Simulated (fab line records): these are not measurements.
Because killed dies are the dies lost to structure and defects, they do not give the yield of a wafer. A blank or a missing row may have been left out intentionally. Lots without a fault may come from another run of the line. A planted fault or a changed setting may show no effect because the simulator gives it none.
Which tool is to blame? -- flow nand_harc -- 57 wafers from 19 lots sampled at 4 of the route's 1159 steps

WHAT THE GAUGES SHOWED, per wafer
NHARC_A_CONTACT_OVL_MEAS_09. Usual: overlay_x_nm 0.0 nm, standard deviation 0.93; overlay_y_nm -0.1 nm, standard deviation 1.
lot,measured,on,overlay_x_nm (nm),overlay_y_nm (nm),flag
L074,day 16 16:25,overlay-01,-0.9 -1.2 -0.8,1.0 1.6 1.6,
L077,day 17 05:51,overlay-02,0.2 0.2 -0.1,-0.9 -0.8 -0.7,
L078,day 17 20:37,overlay-02,-0.8 -0.2 -0.2,-0.7 -1.3 -1.3,
L076,day 18 01:35,overlay-01,-0.2 0.4 0.3,-0.6 -1.0 -0.5,
L079,day 18 14:19,overlay-02,-0.5 -0.8 -0.3,0.5 0.9 1.3,
L080,day 18 15:44,overlay-01,-1.0 -1.0 -0.7,-0.6 -0.3 -0.7,
L081,day 18 19:30,overlay-01,0.7 0.5 0.2,-0.6 -0.7 -0.5,
L082,day 19 03:40,overlay-01,-1.1 -1.5 -1.4,-0.1 0.1 -0.4,
L083,day 19 03:59,overlay-02,1.0 0.5 1.2,-1.4 -1.0 -1.6,
L084,day 19 07:46,overlay-01,0.5 0.1 0.3,0.3 0.4 0.7,
L087,day 19 20:46,overlay-01,1.8 2.2 1.6,-1.2 -1.4 -1.2,
L086,day 20 01:53,overlay-02,-1.3 -1.0 -1.1,1.7 1.6 2.3,
L088,day 20 20:54,overlay-02,-1.7 -1.8 -1.2,-0.5 -0.1 -0.5,
L093,day 20 21:44,overlay-01,0.6 0.3 0.2,1.2 1.2 0.5,
L089,day 21 00:54,overlay-02,0.8 0.8 0.3,1.2 1.4 1.3,
L091,day 21 05:47,overlay-02,-0.9 -0.4 -0.4,-1.8 -1.5 -1.7,
L092,day 21 11:14,overlay-01,0.4 1.1 0.6,-0.9 -0.9 -1.1,
L096,day 22 03:48,overlay-02,-0.5 0.1 0.5,1.6 1.3 1.8,
L097,day 22 05:04,overlay-02,0.7 0.2 0.4,0.6 0.8 0.8,

WHICH TOOL RAN EACH LOT (tool, then ch and the chambers of the sampled wafers, then the start)
lot,NHARC_A_CONTACT_ETCH_117,NHARC_A_CONTACT_DESCUM_74,NHARC_A_CONTACT_ETCH_75
L074,"har_cap_etch-02 ch 0,1, day 16 04:40","rie_diel-03 ch 0,3, day 16 10:06","rie_diel-03 ch 0,2, day 16 10:13"
L077,"har_cap_etch-02 ch 0,1, day 16 16:30","rie_diel-03 ch 2,3, day 16 22:10","rie_diel-03 ch 0,1,3, day 16 22:14"
L078,"har_cap_etch-01 ch 0,1, day 17 06:53","rie_diel-12 ch 0,3, day 17 13:36","rie_diel-12 ch 0,1,2, day 17 13:40"
L076,"har_cap_etch-01 ch 0, day 17 10:50","rie_diel-12 ch 0,1,3, day 17 17:02","rie_diel-12 ch 1,3, day 17 17:23"
L079,"har_cap_etch-01 ch 0,1, day 17 21:54","rie_diel-03 ch 0,3, day 18 04:38","rie_diel-03 ch 0,1,3, day 18 04:46"
L080,"har_cap_etch-03 ch 0,1, day 18 00:11","rie_diel-11 ch 1,2,3, day 18 06:18","rie_diel-11 ch 0,2,3, day 18 06:23"
L081,"har_cap_etch-02 ch 0,1, day 18 02:58","rie_diel-11 ch 0,1,3, day 18 11:10","rie_diel-11 ch 0,1,3, day 18 11:15"
L082,"har_cap_etch-03 ch 0,1, day 18 15:58","rie_diel-11 ch 0,3, day 18 21:10","rie_diel-11 ch 0,3, day 18 21:16"
L083,"har_cap_etch-02 ch 0,1, day 18 16:22","rie_diel-03 ch 0,2,3, day 18 21:22","rie_diel-03 ch 0,2,3, day 18 21:27"
L084,"har_cap_etch-03 ch 0,1, day 18 20:24","rie_diel-03 ch 0,1,2, day 19 01:22","rie_diel-03 ch 0,2,3, day 19 01:28"
L087,"har_cap_etch-01 ch 0,1, day 19 07:50","rie_diel-11 ch 0,1,2, day 19 13:07","rie_diel-11 ch 0,1,3, day 19 13:12"
L086,"har_cap_etch-01 ch 0,1, day 19 14:20","rie_diel-12 ch 0,1,3, day 19 19:35","rie_diel-12 ch 0,1, day 19 19:40"
L088,"har_cap_etch-02 ch 0,1, day 20 05:59","rie_diel-03 ch 1,2,3, day 20 13:35","rie_diel-03 ch 0,1,3, day 20 13:40"
L093,"har_cap_etch-03 ch 0,1, day 20 08:03","rie_diel-11 ch 2,3, day 20 14:07","rie_diel-11 ch 0,1,2, day 20 14:13"
L089,"har_cap_etch-02 ch 0,1, day 20 13:26","rie_diel-12 ch 0,1,3, day 20 18:45","rie_diel-12 ch 1,3, day 20 18:50"
L091,"har_cap_etch-03 ch 0,1, day 20 13:49","rie_diel-03 ch 0,1, day 20 20:47","rie_diel-03 ch 0,3, day 20 20:53"
L092,"har_cap_etch-02 ch 0,1, day 20 21:29","rie_diel-12 ch 1,2,3, day 21 02:51","rie_diel-12 ch 0,2,3, day 21 02:56"
L096,"har_cap_etch-02 ch 0,1, day 21 14:37","rie_diel-12 ch 0,2,3, day 21 20:34","rie_diel-12 ch 1,2, day 21 20:38"
L097,"har_cap_etch-01 ch 1, day 21 17:14","rie_diel-11 ch 1,2, day 21 22:12","rie_diel-11 ch 0,1,3, day 21 22:20"
- NHARC_A_CONTACT_ETCH_117: etches the open film in C4F8/O2/Ar, time 94 s, target depth 922 nm.
- NHARC_A_CONTACT_DESCUM_74: chemistry O2, time 3 s.
- NHARC_A_CONTACT_ETCH_75: etches the open film in CF4, target depth 39 nm, time 65 s.

WHAT THE TOOLS THEMSELVES READ (means of the sampled wafers that have a number; where no wafer has one, the mark that the record gives instead)
NHARC_A_CONTACT_ETCH_117. Usual: chamber_pressure_mTorr 20.000 mTorr, standard deviation 0.017; oes_air_line_au 1.002 a.u., standard deviation 0.022.
lot,tool,chamber_pressure_mTorr (mTorr),oes_air_line_au (a.u.),flag
L074,har_cap_etch-02,19.996,1.002,
L077,har_cap_etch-02,19.981,1.021,
L078,har_cap_etch-01,20.004,1.021,
L076,har_cap_etch-01,19.993,0.999,
L079,har_cap_etch-01,19.995,1.030,
L080,har_cap_etch-03,20.004,0.997,
L081,har_cap_etch-02,20.010,0.991,
L082,har_cap_etch-03,20.001,1.036,
L083,har_cap_etch-02,19.995,1.000,
L084,har_cap_etch-03,19.993,0.990,
L087,har_cap_etch-01,19.981,1.001,
L086,har_cap_etch-01,20.012,0.993,
L088,har_cap_etch-02,19.992,0.979,
L093,har_cap_etch-03,20.014,1.006,
L089,har_cap_etch-02,19.982,1.004,
L091,har_cap_etch-03,20.010,0.994,
L092,har_cap_etch-02,19.989,0.989,
L096,har_cap_etch-02,19.999,1.013,
L097,har_cap_etch-01,20.005,0.993,

NHARC_A_CONTACT_DESCUM_74. Usual: chamber_pressure_mTorr 59.99 mTorr, standard deviation 0.058; drypump_motor_current_A 5.9 A, standard deviation 0.4; oes_product_au 1.003 a.u., standard deviation 0.013; rf_vpp_V 57.7 V, standard deviation 0.95; showerhead_plenum_p_Torr 1.91 Torr, standard deviation 0.1; throttle_valve_pct 11.312 %, standard deviation 0.0092.
lot,tool,chamber_pressure_mTorr (mTorr),drypump_motor_current_A (A),oes_product_au (a.u.),rf_vpp_V (V),showerhead_plenum_p_Torr (Torr),throttle_valve_pct (%),flag
L074,rie_diel-03,59.95,6.4,0.987,57.7,1.87,11.312,
L077,rie_diel-03,59.95,6.3,0.987,57.8,1.90,11.306,
L078,rie_diel-12,60.02,5.7,0.998,57.7,1.97,11.304,
L076,rie_diel-12,60.02,5.9,0.990,57.9,2.00,11.310,
L079,rie_diel-03,60.07,6.2,1.000,57.5,1.88,11.314,
L080,rie_diel-11,59.98,6.1,1.016,57.9,1.95,11.322,
L081,rie_diel-11,59.96,6.0,1.002,57.9,1.87,11.309,
L082,rie_diel-11,59.99,6.3,1.009,57.4,1.79,11.312,
L083,rie_diel-03,59.97,6.0,0.997,57.4,1.92,11.314,
L084,rie_diel-03,60.03,5.9,0.999,56.6,1.89,11.312,
L087,rie_diel-11,59.99,5.9,1.013,58.8,1.96,11.319,
L086,rie_diel-12,59.96,5.8,0.999,57.9,1.99,11.313,
L088,rie_diel-03,59.95,6.1,1.003,57.5,1.88,11.297,
L093,rie_diel-11,59.95,6.4,1.017,57.5,1.86,11.306,
L089,rie_diel-12,60.01,5.8,0.997,58.6,1.99,11.309,
L091,rie_diel-03,59.96,6.0,1.006,57.9,1.82,11.319,
L092,rie_diel-12,60.01,5.6,1.007,58.0,1.93,11.315,
L096,rie_diel-12,59.98,5.7,1.011,58.5,1.91,11.307,
L097,rie_diel-11,59.98,5.8,1.022,58.5,2.03,11.312,

NHARC_A_CONTACT_ETCH_75. Usual: cf4_flow_sccm 149.9 sccm, standard deviation 0.45; chamber_pressure_mTorr 50.00 mTorr, standard deviation 0.048; drypump_motor_current_A 6.0 A, standard deviation 0.39; oes_product_au 1.004 a.u., standard deviation 0.013; rf_fwd_power_W 297.3 W, standard deviation 1.1; rf_vpp_V 151.0 V, standard deviation 1.4; showerhead_plenum_p_Torr 1.76 Torr, standard deviation 0.087; throttle_valve_pct 13.283 %, standard deviation 0.0096.
lot,tool,cf4_flow_sccm (sccm),chamber_pressure_mTorr (mTorr),drypump_motor_current_A (A),oes_product_au (a.u.),rf_fwd_power_W (W),rf_vpp_V (V),showerhead_plenum_p_Torr (Torr),throttle_valve_pct (%),flag
L074,rie_diel-03,149.2,50.01,5.8,1.015,297.1,150.1,1.78,13.281,
L077,rie_diel-03,150.1,50.00,6.2,0.997,297.6,149.8,1.71,13.281,
L078,rie_diel-12,149.4,49.99,5.8,1.002,297.3,150.1,1.80,13.294,
L076,rie_diel-12,150.1,49.98,5.6,1.002,297.3,151.9,1.84,13.284,
L079,rie_diel-03,149.8,50.01,6.2,0.997,297.8,150.2,1.71,13.286,
L080,rie_diel-11,150.2,50.00,6.1,0.997,297.0,150.7,1.74,13.280,
L081,rie_diel-11,149.9,50.01,6.0,1.001,297.6,150.8,1.74,13.276,
L082,rie_diel-11,150.2,50.02,6.3,1.000,297.6,149.8,1.66,13.276,
L083,rie_diel-03,150.3,49.99,6.0,0.996,298.0,150.9,1.77,13.276,
L084,rie_diel-03,150.0,50.01,6.1,1.000,297.1,152.0,1.77,13.284,
L087,rie_diel-11,149.8,49.98,6.0,1.009,297.1,151.1,1.73,13.286,
L086,rie_diel-12,149.3,49.98,6.0,1.000,296.5,152.8,1.84,13.282,
L088,rie_diel-03,149.9,50.03,6.2,1.002,296.8,149.7,1.70,13.284,
L093,rie_diel-11,149.6,50.02,5.9,1.014,296.8,151.8,1.81,13.281,
L089,rie_diel-12,149.7,49.99,5.7,0.999,297.3,152.5,1.83,13.279,
L091,rie_diel-03,150.1,49.99,6.2,1.010,297.8,150.4,1.74,13.282,
L092,rie_diel-12,149.3,50.00,5.6,1.013,297.5,151.2,1.76,13.286,
L096,rie_diel-12,150.1,50.01,5.7,0.995,296.4,151.6,1.81,13.282,
L097,rie_diel-11,149.7,49.95,6.0,1.016,297.8,150.5,1.73,13.276,

THE ANSWER, worked out from the rows above alone
Rule: lot off if the mean of its wafers having a number is beyond 3 standard deviations from the usual mean. Also off: a lot with no number at a reading for which 4 or more lots have one. The other lots that the step has rows for count as sound. After the gauges, taken in route order, come the tools' own readings; for these a lot's mean is taken, as printed above. At the first step where some lot is off, the reading lying furthest off is the one used; lots without a number count as furthest.
None of the lots is off at any reading shown; this tells nothing.

WHAT THE SIMULATOR HAD PUT IN
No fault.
